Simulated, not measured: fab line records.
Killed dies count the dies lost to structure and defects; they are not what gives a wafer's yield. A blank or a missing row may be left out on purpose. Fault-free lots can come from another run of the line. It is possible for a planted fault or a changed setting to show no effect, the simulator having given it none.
Which of the tools did it? | flow n5_finfet | 12 lots with 36 wafers sampled at 4 steps, on a route of 1938 steps

## WHAT EACH GAUGE READ, for each wafer
N5_BEOL_M6_THK_MEAS_53: measures by xrf.
lot  | measured     | on            | M6_THK (nm)
L599 | day 8 12:31  | film_metro-02 | 77.6 81.2 78.5
L601 | day 9 06:05  | film_metro-02 | 80.4 80.5 82.7
L602 | day 9 15:05  | film_metro-01 | 79.9 87.6 80.4
L603 | day 9 15:22  | film_metro-01 | 88.1 85.7 83.4
L604 | day 9 18:28  | film_metro-02 | 78.0 76.8 81.1
L608 | day 10 21:38 | film_metro-02 | 79.7 78.4 77.3
L607 | day 10 22:25 | film_metro-01 | 81.4 79.4 83.3
L618 | day 13 18:50 | film_metro-01 | 78.6 80.0 81.7
L619 | day 14 07:07 | film_metro-02 | 79.0 81.6 82.0
L620 | day 14 19:29 | film_metro-01 | 77.7 77.7 79.3
L621 | day 15 03:49 | film_metro-01 | 81.1 80.3 79.1
L622 | day 15 12:31 | film_metro-01 | 81.2 78.6 75.0

N5_BEOL_M6_RS_MEAS_57: measurement is done with a four-point probe.
lot  | measured     | on            | M6_RS (ohm/sq)
L599 | day 8 12:39  | film_metro-02 | 0.298 0.282 0.293
L601 | day 9 06:16  | film_metro-02 | 0.290 0.288 0.277
L602 | day 9 15:15  | film_metro-01 | 0.290 0.259 0.290
L603 | day 9 15:32  | film_metro-01 | 0.260 0.267 0.276
L604 | day 9 18:38  | film_metro-02 | 0.299 0.301 0.284
L608 | day 10 21:46 | film_metro-01 | 0.288 0.292 0.299
L607 | day 10 22:34 | film_metro-01 | 0.286 0.294 0.277
L618 | day 13 18:58 | film_metro-02 | 0.299 0.293 0.286
L619 | day 14 07:14 | film_metro-02 | 0.295 0.284 0.283
L620 | day 14 19:37 | film_metro-01 | 0.299 0.300 0.294
L621 | day 15 03:57 | film_metro-01 | 0.286 0.290 0.296
L622 | day 15 12:39 | film_metro-02 | 0.286 0.296 0.313

## EACH LOT AND THE TOOL THAT RAN IT (in order: tool; ch and the chambers of the sampled wafers; start)
lot  | N5_BEOL_M6_CURE_75            | N5_BEOL_M6_ALD_77
L599 | uv_cure-03 ch 1, day 8 09:57  | ald_metal-01 ch 1,2,3, day 8 10:34
L601 | uv_cure-01 ch 1, day 9 04:04  | ald_metal-01 ch 0,2,3, day 9 04:38
L602 | uv_cure-01 ch 1, day 9 12:44  | ald_metal-01 ch 0,1,2, day 9 13:20
L603 | uv_cure-03 ch 0, day 9 13:01  | ald_metal-01 ch 0,1,2, day 9 13:49
L604 | uv_cure-01 ch 1, day 9 16:32  | ald_metal-01 ch 0,1,2, day 9 17:03
L608 | uv_cure-03 ch 2, day 10 18:49 | ald_metal-03 ch 2,3, day 10 19:25
L607 | uv_cure-03 ch 0, day 10 19:20 | ald_metal-01 ch 0,3, day 10 19:57
L618 | uv_cure-02 ch 2, day 13 16:47 | ald_metal-04 ch 1,2, day 13 17:30
L619 | uv_cure-01 ch 2, day 14 03:23 | ald_metal-04 ch 1,2,3, day 14 05:47
L620 | uv_cure-02 ch 2, day 14 17:19 | ald_metal-04 ch 0,2,3, day 14 17:50
L621 | uv_cure-02 ch 1, day 15 00:52 | ald_metal-03 ch 0,2, day 15 01:53
L622 | uv_cure-02 ch 1, day 15 09:57 | ald_metal-03 ch 1,2, day 15 10:35
- N5_BEOL_M6_CURE_75: cures SiCOH lowk, time 120 s.
- N5_BEOL_M6_ALD_77: deposits TaN, target thk 2 nm, pulse time 2 s, purge time 3 s.

## WHAT THE TOOLS THEMSELVES READ (means of the sampled wafers that have a number; where no wafer has one, the mark that the record gives instead)
N5_BEOL_M6_CURE_75.
lot  | tool       | lamp_power_pct (%) | wafer_temp_C_max
L599 | uv_cure-03 | 52.26              | 371.8
L601 | uv_cure-01 | 52.33              | 372.1
L602 | uv_cure-01 | 52.39              | 372.3
L603 | uv_cure-03 | 52.33              | 370.8
L604 | uv_cure-01 | 52.31              | 372.3
L608 | uv_cure-03 | 52.29              | 371.3
L607 | uv_cure-03 | 52.29              | 370.9
L618 | uv_cure-02 | 52.27              | 371.8
L619 | uv_cure-01 | 52.31              | 371.9
L620 | uv_cure-02 | 52.30              | 372.1
L621 | uv_cure-02 | 52.40              | 371.2
L622 | uv_cure-02 | 52.35              | 371.8

N5_BEOL_M6_ALD_77.
lot  | tool         | chamber_pressure_Torr (Torr) | heater_power_w (W)
L599 | ald_metal-01 | 2.999                        | 447
L601 | ald_metal-01 | 2.999                        | 453
L602 | ald_metal-01 | 3.002                        | 445
L603 | ald_metal-01 | 2.998                        | 448
L604 | ald_metal-01 | 3.002                        | 441
L608 | ald_metal-03 | 3.001                        | 446
L607 | ald_metal-01 | 2.999                        | 420
L618 | ald_metal-04 | 3.005                        | 467
L619 | ald_metal-04 | 2.996                        | 486
L620 | ald_metal-04 | 3.000                        | 460
L621 | ald_metal-03 | 3.000                        | 409
L622 | ald_metal-03 | 2.997                        | 469

## THE ANSWER, worked out from the rows above alone
Rule: what is usual is taken from the lots themselves. Put in order of their means at a reading, lots are off if they are a third of the lots or fewer, leave a main group of 4 or more, and stand apart from it by a gap of 3 or more times the standard deviation of the main group's means; of several such gaps the widest counts. If all means in a main group match to the digits the tables above print for the reading, that group is not used. Also off: a lot with no number at a reading for which 4 or more lots have one. All remaining lots with rows at the step are treated as sound. First the gauges in route order, then the tools' own readings, where a lot's mean is used as printed above. The first step at which some lot is off is used, and at that step the reading that is off furthest; a lot without a number counts as furthest.
Nothing can be told from this: no lot is off at any reading shown.

## WHAT THE SIMULATOR HAD INSERTED
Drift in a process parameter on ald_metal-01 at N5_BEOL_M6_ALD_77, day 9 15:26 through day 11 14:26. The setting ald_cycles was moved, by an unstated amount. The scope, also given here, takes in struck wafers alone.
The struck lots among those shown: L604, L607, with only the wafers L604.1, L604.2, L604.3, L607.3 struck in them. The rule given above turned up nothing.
